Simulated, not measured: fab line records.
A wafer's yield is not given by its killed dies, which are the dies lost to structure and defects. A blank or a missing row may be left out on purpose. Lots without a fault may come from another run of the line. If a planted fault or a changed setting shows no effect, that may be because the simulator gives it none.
Comparing a struck lot with a sound one	flow n5-finfet	38 steps out of a route of 1938
Sound: the wafers L974.2, L974.5, L974.6. Struck: wafer L970.1. (L970.4 of the same lot was not struck and is left out.) The cause comes at the end.
Order at every step that has rows: each side's tool, ch and its chambers, its first start. Under that, the readings that differ: sound wafers	struck wafers	difference of the means	sigmas: that difference in standard deviations of wafers without a fault.
alike: same words and numbers on both sides, and readings whose means sit less than 2 such deviations apart. not compared: any withheld reading, any reading some wafer has no value for, any bound like >300 that may hide the same value, and any number with overlapping values for which the record gives no deviation.
The two part at a step that has a row with sigmas, a row that says differs or no value, or rows on one side only. Numbers that have no deviation but don't overlap get no sigmas and don't part them. Lack of a reading on every wafer of one side parts them only where that side has two or more wafers.

first, 9 steps without rows for these wafers: N5_BEOL_M6_DESCUM_33 (chemistry O2, time 7 s); N5_BEOL_M6_ETCH_72 (etches underlayer in N2/H2, target depth 6.5 nm, time 5.2 s); N5_BEOL_M6_ETCH_65 (etches SiARC in CF4, target depth 15.6 nm, time 26 s); N5_BEOL_M6_ETCH_66 (etches SOC in N2/H2, target depth 80 nm, overetch 16 nm, time 120 s); N5_BEOL_M6_STRIP_69 (strips in N2/H2); N5_BEOL_M6_STRIP_73 (strips in N2/H2); N5_BEOL_M6_VIA_ETCH_34 (etches SiCOH lowk in C4F6/O2, target depth 126.3 nm, time 50.9 s); N5_BEOL_M6_STRIP_76 (strips in C4F6/O2); N5_BEOL_M6_STRIP_36 (strips in N2/H2).
N5_BEOL_M6_TRENCH_ETCH_37: etches SiCOH lowk in C4F6/O2, target depth 94.435 nm, time 31.5 s.
  sound on rie-diel-04 ch 2,3, day 14 06:11; struck on rie-diel-05 ch 1, day 13 12:59
reading	sound	struck	difference	sigmas
run-length-s (s)	54.9 55.5 54.9	50.0	-5.1	-10
showerhead-plenum-p-Torr (Torr)	2.75 2.73 2.75	2.99	+0.25	+2
model.BEOL_M6.feature-depth-nm (nm)	94 94.8 93.4	81.2	-12.9	
model.etch.depth-nm (nm)	94.05 94.9 93.35	81.26	-12.84	
model.TiN_of_BEOL_M6_HM_DEP_02.thk-nm (nm)	17.4 17.6 17.6	18	+0	
  alike: O2_flow_sccm, drypump-motor-current-A, oes-product-au, rf-vpp-V, throttle-valve-pct
  not compared: rf-hours-counter-h
then, 2 steps without rows for these wafers: N5_BEOL_M6_ETCH_41 (etches SiCN in CH3F/O2, target depth 29.7 nm, time 52 s); N5_BEOL_M6_STRIP_80 (strips in N2/H2, time 10 s).
N5_BEOL_M6_OCD_MEAS_38:
  sound on ocd-02 at day 14 06:21; struck on ocd-02 at day 13 13:08
reading	sound	struck	difference	sigmas
trench-depth-nm (nm)	94.3 94.5 93.6	81.3	-12.8	-7
then, 13 steps without rows for these wafers: N5_BEOL_M6_HM_STRIP_39 (strips TiN in peroxide tin strip, target depth 25 nm, time 158 s); N5_BEOL_M6_SRD_40 (time 30 s); N5_BEOL_M6_PRECLEAN_42 (cleans in residue remover, time 60 s); N5_BEOL_M6_SRD_43 (time 30 s); N5_BEOL_M6_CURE_75 (cures SiCOH lowk, time 120 s); N5_BEOL_M6_DEGAS_44 (time 60 s); N5_BEOL_M6_PRE_CLEAN_45 (time 30 s); N5_BEOL_M6_ALD_77 (deposits TaN, target thk 2 nm, pulse time 2 s, purge time 3 s); N5_BEOL_M6_SURFACE_TREAT_79; N5_BEOL_M6_CVD_78 (deposits Co from CCTBA/H2, target thk 2 nm, time 142.3 s); N5_BEOL_M6_SPUTTER_48 (material Cu, target thk 10 nm, time 1.667 s); N5_BEOL_M6_ECD_50 (material Cu, target thk 300 nm); N5_BEOL_M6_ANNEAL_51 (time 90 s).
N5_BEOL_M6_CMP_52: polishes, stops on SiCOH lowk, t overpolish 6.9 s, target thk 80 nm.
  sound on cmp-01 ch 0,1,2, day 14 08:20; struck on cmp-03 ch 2, day 13 16:05
reading	sound	struck	difference	sigmas
model.Cu_of_BEOL_M6_ECD_50.thk-nm (nm)	79.8 77.8 80.4	65.4	-13.9	
  alike: barrier-field-endpoint-s, edge-zone-pressure-frac, motor-current-A, overpolish-run-s, slurry-flow-ml-min, time-to-endpoint-s
N5_BEOL_M6_THK_MEAS_53: measures by xrf.
  sound on film-metro-02 at day 14 08:31; struck on film-metro-02 at day 13 16:23
reading	sound	struck	difference	sigmas
M6_THK (nm)	80.8 78.6 81.3	65.6	-14.6	-6
then, 2 steps without rows for these wafers: N5_BEOL_M6_PRE_CLEAN_55 (time 15 s); N5_BEOL_M6_DEP_56 (deposits SiCN from 3MS/NH3, target thk 10 nm, time 17.5 s).
N5_BEOL_M6_RS_MEAS_57: the measuring method here is four-point-probe.
  sound on film-metro-02 at day 14 08:38; struck on film-metro-01 at day 13 16:31
reading	sound	struck	difference	sigmas
M6_RS (ohm/sq)	0.286 0.295 0.284	0.362	+0.074	+8
then, 5 steps without rows for these wafers: N5_BEOL_M7_ILD_DEP_00 (deposits SiCOH lowk from DEMS/porogen, target thk 179.75 nm, time 33.4 s); N5_BEOL_M7_CURE_74 (cures SiCOH lowk, time 240 s); N5_BEOL_M7_PECVD_70 (deposits SiO2 from TEOS/O2, target thk 20 nm, time 22.7 s); N5_BEOL_M7_HM_DEP_02 (deposits TiN, target thk 20 nm); N5_BEOL_M7_COAT_59 (time 60 s, resist thk 100 nm).
-- record jumps: 3 days separate the struck wafers' starts on either side; left off in module BEOL_M7, taken up again in module BEOL_M15, whose first shown step is the route's number 1830 --
N5_BEOL_M15_RC_MEAS_101:
  sound on prober-01 ch 0, day 17 03:40; struck on prober-01 ch 0, day 16 19:16
reading	sound	struck	difference	sigmas
COMB_M14 (S/m)	4.8e-12 4e-12 4.5e-12	2.2e-12	-2.2e-12	-3
COMB_M5 (S/m)	2.9e-11 2.3e-11 2.3e-11	4.8e-11	+2.3e-11	+3
SERP_M14 (ohm/um)	0.168 0.165 0.166	0.149	-0.017	-3
SERP_M6 (ohm/um)	14.9 14.9 13.5	17.3	+2.9	+4
SERP_M6_max_site (ohm/um)	15.3 16.2 14.4	18.0	+2.7	+4
SERP_M7 (ohm/um)	13.4 13.4 13.2	15.2	+1.9	+2
  alike: COMB_M10, COMB_M10_max_site, COMB_M11, COMB_M12, COMB_M12_max_site, COMB_M13, COMB_M15, COMB_M7, COMB_M8, COMB_M9, SERP_M10, SERP_M11, SERP_M12, SERP_M13, SERP_M5, SERP_M8, SERP_M8_max_site, SERP_M9
then, 1 step without rows for these wafers: N5_PASSIVATION_PROBE_49.

== WHERE THEY PART ==
Last at N5_BEOL_M15_RC_MEAS_101 as far as this record goes, first at N5_BEOL_M6_TRENCH_ETCH_37.

WHY: whatever the simulator had introduced
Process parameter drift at N5_BEOL_M6_TRENCH_ETCH_37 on rie-diel-05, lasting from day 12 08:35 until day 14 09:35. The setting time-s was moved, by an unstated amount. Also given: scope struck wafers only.
